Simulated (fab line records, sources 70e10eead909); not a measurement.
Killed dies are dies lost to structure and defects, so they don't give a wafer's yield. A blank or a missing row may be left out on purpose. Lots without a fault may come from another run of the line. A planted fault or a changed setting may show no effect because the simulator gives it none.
Chamber matching | flow nand_harc | NHARC_A_STAIRCASE_DEP_151 on pecvd-04: 3 sister chambers
The step deposits SiO2, target thk 7200 nm. 20 wafers are shown with their chamber, then 10 later ones without.

WAFERS WITH THEIR CHAMBER
wafer  | chamber | heater_power_w (W)
L074.2 | 2       | 746
L074.4 | 1       | 652
L074.6 | 2       | 644
L076.2 | 2       | 787
L076.3 | 1       | 796
L076.5 | 0       | 546
L082.1 | 2       | 708
L082.2 | 0       | 692
L082.3 | 1       | 743
L082.4 | 0       | 556
L082.5 | 1       | 615
L082.6 | 2       | 632
L083.2 | 1       | 698
L083.4 | 1       | 618
L083.5 | 0       | 570
L084.1 | 2       | 806
L084.3 | 0       | 689
L084.6 | 0       | 561
L086.4 | 0       | 556
L086.5 | 2       | 641

SIGNATURES (means of the wafers above)
reading        | chamber 0 | chamber 1 | chamber 2 | scatter within a chamber
heater_power_w | 595.71    | 687.00    | 709.14    | 70
Rule: a wafer's distance from a chamber is the root of the sum, over the readings, of the square of ((its reading less the chamber's mean) divided by the reading's scatter). The wafer belongs to the nearest chamber; if the next one is less than 2 further off, it can't be placed. The scatter: the root of (the sum of the squares of (reading less its chamber's mean) over the shown wafers, divided by (wafers less chambers)).

WAFERS WITHOUT THEIR CHAMBER
wafer  | heater_power_w (W)
L086.6 | 613
L087.3 | 763
L087.5 | 563
L087.6 | 610
L090.1 | 742
L090.4 | 568
L090.6 | 643
L095.1 | 689
L095.2 | 667
L095.6 | 646

WHICH CHAMBER EACH WENT THROUGH
wafer  | from the rows above          | in truth
L086.6 | can't be placed: 0 or 1 or 2 | 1
L087.3 | can't be placed: 2 or 1 or 0 | 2
L087.5 | can't be placed: 0 or 1 or 2 | 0
L087.6 | can't be placed: 0 or 1 or 2 | 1
L090.1 | can't be placed: 2 or 1 or 0 | 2
L090.4 | can't be placed: 0 or 1 or 2 | 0
L090.6 | can't be placed: 1 or 0 or 2 | 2
L095.1 | can't be placed: 1 or 2 or 0 | 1
L095.2 | can't be placed: 1 or 2 or 0 | 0
L095.6 | can't be placed: 1 or 0 or 2 | 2
Placed correctly: 0 of 10. Can't be placed from these rows: 10 (the true chamber is among the candidates in 10). Placed wrongly: 0.
